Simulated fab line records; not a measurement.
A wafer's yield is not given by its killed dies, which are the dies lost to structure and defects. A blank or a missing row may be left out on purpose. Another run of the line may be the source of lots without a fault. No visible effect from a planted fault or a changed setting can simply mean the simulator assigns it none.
Chamber matching || flow n5 finfet || N5_BEOL_M6_CMP_52 on cmp-03 has 4 sister chambers
The step polishes, stops on SiCOH lowk, t overpolish 6.9 s, target thk 80 nm. 16 wafers are shown with their chamber, then 8 later ones without.

== WAFERS WITH THEIR CHAMBER ==
{"wafer": "L075.2", "chamber": 3, "motor current A (A)": 5.4, "time to endpoint s (s)": 64, "barrier field endpoint s (s)": 31.0}
{"wafer": "L075.5", "chamber": 2, "motor current A (A)": 5.6, "time to endpoint s (s)": 58, "barrier field endpoint s (s)": 30.1}
{"wafer": "L075.6", "chamber": 1, "motor current A (A)": 6.5, "time to endpoint s (s)": 63, "barrier field endpoint s (s)": 29.0}
{"wafer": "L077.1", "chamber": 0, "motor current A (A)": 6.1, "time to endpoint s (s)": 54, "barrier field endpoint s (s)": 27.3}
{"wafer": "L077.3", "chamber": 2, "motor current A (A)": 6.0, "time to endpoint s (s)": 55, "barrier field endpoint s (s)": 26.9}
{"wafer": "L077.6", "chamber": 3, "motor current A (A)": 5.7, "time to endpoint s (s)": 62, "barrier field endpoint s (s)": 29.0}
{"wafer": "L079.1", "chamber": 2, "motor current A (A)": 5.9, "time to endpoint s (s)": 61, "barrier field endpoint s (s)": 27.7}
{"wafer": "L079.3", "chamber": 0, "motor current A (A)": 6.1, "time to endpoint s (s)": 58, "barrier field endpoint s (s)": 27.3}
{"wafer": "L079.4", "chamber": 3, "motor current A (A)": 5.7, "time to endpoint s (s)": 67, "barrier field endpoint s (s)": 28.6}
{"wafer": "L080.3", "chamber": 3, "motor current A (A)": 5.8, "time to endpoint s (s)": 60, "barrier field endpoint s (s)": 28.5}
{"wafer": "L080.4", "chamber": 1, "motor current A (A)": 7.3, "time to endpoint s (s)": 61, "barrier field endpoint s (s)": 29.8}
{"wafer": "L080.5", "chamber": 2, "motor current A (A)": 5.8, "time to endpoint s (s)": 54, "barrier field endpoint s (s)": 28.4}
{"wafer": "L082.2", "chamber": 2, "motor current A (A)": 6.2, "time to endpoint s (s)": 60, "barrier field endpoint s (s)": 27.6}
{"wafer": "L082.3", "chamber": 1, "motor current A (A)": 6.9, "time to endpoint s (s)": 62, "barrier field endpoint s (s)": 27.9}
{"wafer": "L082.6", "chamber": 0, "motor current A (A)": 5.6, "time to endpoint s (s)": 53, "barrier field endpoint s (s)": 27.6}
{"wafer": "L084.1", "chamber": 1, "motor current A (A)": 6.9, "time to endpoint s (s)": 62, "barrier field endpoint s (s)": 29.5}

SIGNATURES, as means of the wafers listed above
{"reading": "motor current A", "chamber 0": 5.933, "chamber 1": 6.900, "chamber 2": 5.900, "chamber 3": 5.650, "scatter within a chamber": 0.254}
{"reading": "time to endpoint s", "chamber 0": 55.00, "chamber 1": 62.00, "chamber 2": 57.60, "chamber 3": 63.25, "scatter within a chamber": 2.58}
{"reading": "barrier field endpoint s", "chamber 0": 27.400, "chamber 1": 29.050, "chamber 2": 28.140, "chamber 3": 29.275, "scatter within a chamber": 1.01}
Rule: a wafer's distance from a chamber is the root of the sum, over the readings, of the square of ((its reading less the chamber's mean) divided by the reading's scatter). If the next closest chamber is less than 2 further off than the closest, the wafer can't be placed; otherwise it belongs to the closest. The scatter: the root of (the sum of the squares of (reading less its chamber's mean) over the shown wafers, divided by (wafers less chambers)).

== WAFERS WITH NO CHAMBER GIVEN ==
{"wafer": "L084.4", "motor current A (A)": 5.9, "time to endpoint s (s)": 53, "barrier field endpoint s (s)": 28.7}
{"wafer": "L084.6", "motor current A (A)": 6.8, "time to endpoint s (s)": 61, "barrier field endpoint s (s)": 29.4}
{"wafer": "L088.1", "motor current A (A)": 6.0, "time to endpoint s (s)": 61, "barrier field endpoint s (s)": 29.3}
{"wafer": "L088.3", "motor current A (A)": 6.8, "time to endpoint s (s)": 61, "barrier field endpoint s (s)": 29.9}
{"wafer": "L088.5", "motor current A (A)": 6.9, "time to endpoint s (s)": 63, "barrier field endpoint s (s)": 30.1}
{"wafer": "L097.1", "motor current A (A)": 6.6, "time to endpoint s (s)": 62, "barrier field endpoint s (s)": 29.1}
{"wafer": "L097.4", "motor current A (A)": 5.8, "time to endpoint s (s)": 56, "barrier field endpoint s (s)": 28.0}
{"wafer": "L097.5", "motor current A (A)": 6.5, "time to endpoint s (s)": 64, "barrier field endpoint s (s)": 29.8}

== WHICH CHAMBER EACH WENT THROUGH ==
{"wafer": "L084.4", "from the rows above": "can't be placed: 0 or 2", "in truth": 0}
{"wafer": "L084.6", "from the rows above": 1, "in truth": 1}
{"wafer": "L088.1", "from the rows above": "can't be placed: 3 or 2 or 0 or 1", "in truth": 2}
{"wafer": "L088.3", "from the rows above": 1, "in truth": 1}
{"wafer": "L088.5", "from the rows above": 1, "in truth": 1}
{"wafer": "L097.1", "from the rows above": 1, "in truth": 1}
{"wafer": "L097.4", "from the rows above": "can't be placed: 2 or 0", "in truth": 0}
{"wafer": "L097.5", "from the rows above": "can't be placed: 1 or 3 or 2", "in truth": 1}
Correctly placed: 4 of 8. These rows do not allow placing 4 (true chamber among the candidates in 4). 0 placed wrongly.
